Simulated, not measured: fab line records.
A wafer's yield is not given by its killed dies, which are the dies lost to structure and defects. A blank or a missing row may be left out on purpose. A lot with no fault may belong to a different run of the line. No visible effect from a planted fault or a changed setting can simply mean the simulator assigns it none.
Chamber matching | flow n5Finfet | N5_BEOL_M15_ETCH_57 on rieDiel-06: 4 sister chambers
The step etches SOC in N2/H2, time 750 s. 20 wafers are shown with their chamber, then 10 later ones without.

## EACH WAFER AND ITS CHAMBER
wafer  | chamber | drypumpMotorCurrentA (A) | showerheadPlenumPTorr (Torr) | rfVppV (V)
L074.1 | 1       | 5.91                     | 2.64                         | 526.2
L074.2 | 0       | 5.82                     | 2.51                         | 524.1
L074.3 | 2       | 5.53                     | 2.52                         | 523.7
L075.2 | 2       | 5.53                     | 2.52                         | 522.4
L075.3 | 3       | 5.82                     | 2.59                         | 523.5
L075.6 | 1       | 5.93                     | 2.64                         | 527.3
L078.2 | 0       | 5.85                     | 2.51                         | 523.5
L078.4 | 3       | 5.81                     | 2.58                         | 525.2
L078.6 | 3       | 5.78                     | 2.58                         | 523.9
L079.1 | 2       | 5.53                     | 2.52                         | 524.3
L079.2 | 3       | 5.79                     | 2.58                         | 524.1
L079.4 | 2       | 5.53                     | 2.52                         | 521.5
L081.1 | 2       | 5.52                     | 2.52                         | 522.4
L081.3 | 1       | 5.91                     | 2.63                         | 526.3
L081.6 | 1       | 5.92                     | 2.63                         | 527.8
L086.2 | 2       | 5.53                     | 2.51                         | 523.8
L086.3 | 1       | 5.92                     | 2.63                         | 526.7
L086.4 | 0       | 5.82                     | 2.51                         | 523.2
L091.1 | 3       | 5.77                     | 2.57                         | 523.8
L091.4 | 2       | 5.52                     | 2.51                         | 522.1

SIGNATURES, as means of the wafers listed above
reading               | chamber 0 | chamber 1 | chamber 2 | chamber 3 | scatter within a chamber
drypumpMotorCurrentA  | 5.8300    | 5.9180    | 5.5271    | 5.7940    | 0.0131
showerheadPlenumPTorr | 2.5100    | 2.6340    | 2.5171    | 2.5800    | 0.00538
rfVppV                | 523.600   | 526.860   | 522.886   | 524.100   | 0.809
Rule: a wafer lies at a distance from a chamber equal to the root of the sum of squares, over the readings, of (its reading less the chamber's mean, divided by the reading's scatter). The wafer belongs to the nearest chamber; if the next one is less than 2 further off, it can't be placed. The scatter is the square root of a quotient: the sum, over the shown wafers, of each reading's squared deviation from its chamber's mean, divided by wafers minus chambers.

## WAFERS MISSING THEIR CHAMBER
wafer  | drypumpMotorCurrentA (A) | showerheadPlenumPTorr (Torr) | rfVppV (V)
L091.5 | 5.91                     | 2.63                         | 526.5
L093.1 | 5.92                     | 2.62                         | 527.0
L093.3 | 5.54                     | 2.51                         | 522.5
L093.4 | 5.78                     | 2.57                         | 524.1
L095.2 | 5.83                     | 2.57                         | 526.0
L095.3 | 5.52                     | 2.51                         | 521.6
L095.5 | 5.78                     | 2.57                         | 524.0
L096.1 | 5.84                     | 2.50                         | 523.1
L096.2 | 5.78                     | 2.57                         | 525.1
L096.3 | 5.91                     | 2.62                         | 524.9

## THE CHAMBER EACH PASSED THROUGH
wafer  | from the rows above | in truth
L091.5 | 1                   | 1
L093.1 | 1                   | 1
L093.3 | 2                   | 2
L093.4 | 3                   | 3
L095.2 | 3                   | 3
L095.3 | 2                   | 2
L095.5 | 3                   | 3
L096.1 | 0                   | 0
L096.2 | 3                   | 3
L096.3 | 1                   | 1
Placed correctly: 10 of 10. Left unplaced by these rows: 0. 0 placed wrongly.
